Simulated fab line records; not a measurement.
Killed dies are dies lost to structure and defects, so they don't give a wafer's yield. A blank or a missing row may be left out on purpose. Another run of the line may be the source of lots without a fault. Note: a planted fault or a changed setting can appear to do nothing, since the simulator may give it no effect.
Matching of chambers | flow n5Finfet | N5_BEOL_M3_CMP_52 on cmp-02 has 4 sister chambers
The step polishes, stops on SiOC, t overpolish 6.8 s, target thk 40 nm. 14 wafers are shown with their chamber, then 6 later ones without.

EACH WAFER AND ITS CHAMBER
wafer  | chamber | motorCurrentA (A) | timeToEndpointS (s) | barrierFieldEndpointS (s)
L880.1 | 0       | 7.0               | 58                  | 23.8
L880.3 | 2       | 6.0               | 65                  | 25.0
L883.1 | 2       | 5.7               | 72                  | 26.8
L883.5 | 0       | 6.9               | 63                  | 24.4
L883.6 | 3       | 5.5               | 67                  | 25.8
L885.1 | 2       | 6.2               | 76                  | 25.2
L885.2 | 1       | 6.3               | 58                  | 23.8
L885.3 | 3       | 5.6               | 68                  | 24.9
L887.1 | 2       | 5.9               | 69                  | 25.9
L887.3 | 3       | 5.3               | 64                  | 24.9
L887.5 | 2       | 6.1               | 70                  | 25.6
L895.1 | 3       | 5.7               | 66                  | 25.0
L895.2 | 0       | 6.6               | 60                  | 24.5
L895.5 | 1       | 6.3               | 58                  | 23.5

SIGNATURES (means of the wafers above)
reading               | chamber 0 | chamber 1 | chamber 2 | chamber 3 | scatter within a chamber
motorCurrentA         | 6.833     | 6.300     | 5.980     | 5.525     | 0.179
timeToEndpointS       | 60.33     | 58.00     | 70.40     | 66.25     | 2.94
barrierFieldEndpointS | 24.233    | 23.650    | 25.700    | 25.150    | 0.539
Rule: a wafer's distance from a chamber is the root of the sum, over the readings, of the square of ((its reading less the chamber's mean) divided by the reading's scatter). If the next closest chamber is less than 2 further off than the closest, the wafer can't be placed; otherwise it belongs to the closest. How the scatter is found: for the shown wafers, subtract from each reading the mean of its chamber, square and add these, divide the total by (wafers less chambers), then take the root.

WAFERS WHOSE CHAMBER IS MISSING
wafer  | motorCurrentA (A) | timeToEndpointS (s) | barrierFieldEndpointS (s)
L894.3 | 5.5               | 63                  | 24.6
L894.4 | 6.3               | 56                  | 23.5
L894.5 | 6.2               | 58                  | 23.5
L898.1 | 6.5               | 58                  | 23.8
L898.3 | 7.2               | 61                  | 24.7
L898.5 | 6.4               | 58                  | 24.0

EACH ONE'S CHAMBER
wafer  | from the rows above     | in truth
L894.3 | 3                       | 3
L894.4 | 1                       | 1
L894.5 | 1                       | 1
L898.1 | can't be placed: 1 or 0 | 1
L898.3 | 0                       | 0
L898.5 | can't be placed: 1 or 0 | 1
Correct placement for 4 of the 6. These rows do not allow placing 2 (true chamber among the candidates in 2). 0 placed wrongly.
